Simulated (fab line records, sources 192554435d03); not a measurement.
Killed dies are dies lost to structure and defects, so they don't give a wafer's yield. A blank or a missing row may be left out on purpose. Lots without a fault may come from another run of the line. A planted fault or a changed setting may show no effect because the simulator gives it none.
Split-lot experiment | flow n5_finfet | 7 lots, 36 wafers read, on a route of 1938 steps

THE SPLIT
At N5_BEOL_M13_ETCH_59 (etches BARC in N2/H2, target depth 89 nm, overetch 26.7 nm, time 67.9 s), the setting time_s was moved away from the recipe's 67.9 s on 17 of the 36 wafers read, by -39.9% to +44.4%. The other wafers ran this setting at the recipe's value.

FROM THE SPLIT TO THE READING: what the file shows between them, 5 steps
- N5_BEOL_M13_VIA_ETCH_16: etches SiOC in C4F8/O2/Ar, target depth 921.7 nm
- N5_BEOL_M13_STRIP_63: strips in N2/H2
- N5_BEOL_M13_STRIP_64: strips in N2/H2
- N5_BEOL_M13_STRIP_71: strips in post etch residue remover, time 60 s
- N5_BEOL_M13_SRD_72: time 30 s, dry time 30 s

THE READING
cd_nm, in nm, at N5_BEOL_M13_CD_MEAS_17 (target cd 190 nm). Fault-free wafers of this fab line usually give 191.7 nm, standard deviation 1.6 nm.

wafer  | tool, chamber at the split | time_s as run, s | against the recipe | cd_nm, nm | against lot-mates on the recipe
L074.1 | rie_diel-06, 1             | 67.9             | recipe             | 190.5     | -
L074.2 | rie_diel-06, 2             | 98.05            | +44.4%             | 195.2     | +5.0
L074.3 | rie_diel-06, 3             | 98.05            | +44.4%             | 194.7     | +4.5
L074.4 | rie_diel-06, 0             | 67.9             | recipe             | 189.2     | -
L074.5 | rie_diel-06, 2             | 67.9             | recipe             | 190.9     | -
L074.6 | rie_diel-06, 1             | 98.05            | +44.4%             | 196.5     | +6.3
L076.2 | rie_diel-06, 0             | 49.44            | -27.2%             | 186.6     | -2.1
L076.4 | rie_diel-06, 3             | 49.44            | -27.2%             | 183.5     | -5.2
L076.5 | rie_diel-06, 3             | 67.9             | recipe             | 188.7     | -
L081.1 | rie_diel-01, 2             | 78.68            | +15.9%             | 192.2     | +1.2
L081.2 | rie_diel-01, 3             | 78.68            | +15.9%             | 193.3     | +2.3
L081.3 | rie_diel-01, 1             | 67.9             | recipe             | 191.4     | -
L081.4 | rie_diel-01, 0             | 67.9             | recipe             | 190.0     | -
L081.5 | rie_diel-01, 2             | 67.9             | recipe             | 191.7     | -
L081.6 | rie_diel-01, 1             | 78.68            | +15.9%             | 193.1     | +2.1
L086.1 | rie_diel-06, 2             | 81.71            | +20.3%             | 196.3     | +2.5
L086.2 | rie_diel-06, 0             | 67.9             | recipe             | 194.2     | -
L086.3 | rie_diel-06, 1             | 67.9             | recipe             | 195.1     | -
L086.4 | rie_diel-06, 3             | 67.9             | recipe             | 192.1     | -
L086.5 | rie_diel-06, 2             | 81.71            | +20.3%             | 194.4     | +0.6
L086.6 | rie_diel-06, 1             | 81.71            | +20.3%             | 197.9     | +4.1
L087.1 | rie_diel-06, 2             | 46.75            | -31.1%             | 186.0     | -3.9
L087.2 | rie_diel-06, 1             | 67.9             | recipe             | 191.8     | -
L087.3 | rie_diel-06, 3             | 67.9             | recipe             | 189.0     | -
L087.4 | rie_diel-06, 0             | 46.75            | -31.1%             | 186.5     | -3.4
L087.5 | rie_diel-06, 0             | 67.9             | recipe             | 189.0     | -
L087.6 | rie_diel-06, 3             | 46.75            | -31.1%             | 185.6     | -4.3
L089.1 | rie_diel-01, 1             | 67.9             | recipe             | 192.1     | -
L089.4 | rie_diel-01, 3             | 67.9             | recipe             | 192.7     | -
L089.6 | rie_diel-01, 1             | 67.9             | recipe             | 190.5     | -
L092.1 | rie_diel-06, 3             | 67.9             | recipe             | 192.0     | -
L092.2 | rie_diel-06, 0             | 40.78            | -39.9%             | 189.4     | -3.3
L092.3 | rie_diel-06, 1             | 67.9             | recipe             | 194.5     | -
L092.4 | rie_diel-06, 2             | 40.78            | -39.9%             | 187.6     | -5.1
L092.5 | rie_diel-06, 0             | 40.78            | -39.9%             | 189.5     | -3.2
L092.6 | rie_diel-06, 3             | 67.9             | recipe             | 191.7     | -

THE FIT
A straight line over all 36 wafers: cd_nm changes by +0.12 nm for each +1% of time_s; r = +0.80; the points scatter about the line by 2 nm.
The same after taking each lot's own level away (the mean of its wafers on the recipe; 36 wafers): +0.115 nm for each +1%; r = +0.92; scatter 1.1 nm.
On that fit, the largest move of time_s shifts the reading by 5.1 nm.
The lots' own levels span 188.70 to 193.80 nm, that is 3.2 times the standard deviation above.
So the lot-to-lot level blurs the effect unless lot-mates are compared.
Check: with one of the wafers moved furthest among these (+44.4%) left out of the fit, the line predicts +5.15 nm for it against its lot-mates. It came out at +5 nm against them.

THE WHOLE CHAIN: every reading that the file lists as answering this split, in the file's order
step                    | what it does                                                            | reading                                                                          | change (the file's fit)                                                           | r (the file's)
N5_BEOL_M13_ETCH_59     | etches BARC in N2/H2, target depth 89 nm, overetch 26.7 nm, time 67.9 s | etch.depth_nm (the simulator's own value, which no gauge read)                   | not straight: 67.86 at the lowest setting, 89 at the recipe, 89.08 at the highest | not given
N5_BEOL_M13_ETCH_59     | etches BARC in N2/H2, target depth 89 nm, overetch 26.7 nm, time 67.9 s | coat_of_BEOL_M13_COAT_04.thk_nm (the simulator's own value, which no gauge read) | -0.637 nm for each +1% of the setting                                             | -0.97
N5_BEOL_M13_VIA_ETCH_16 | etches SiOC in C4F8/O2/Ar, target depth 921.7 nm                        | coat_of_BEOL_M13_COAT_04.thk_nm (the simulator's own value, which no gauge read) | -0.634 nm for each +1% of the setting                                             | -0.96
N5_BEOL_M13_STRIP_63    | strips in N2/H2                                                         | strip_time_to_endpoint_s                                                         | withheld for each +1% of the setting                                              | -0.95
N5_BEOL_M13_CD_MEAS_17  | target cd 190 nm                                                        | cd_nm                                                                            | +0.115 nm for each +1% of the setting                                             | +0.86

THE FILE'S OWN FIT
cd_nm changes by +0.115 nm for each +1% of time_s, r = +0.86.
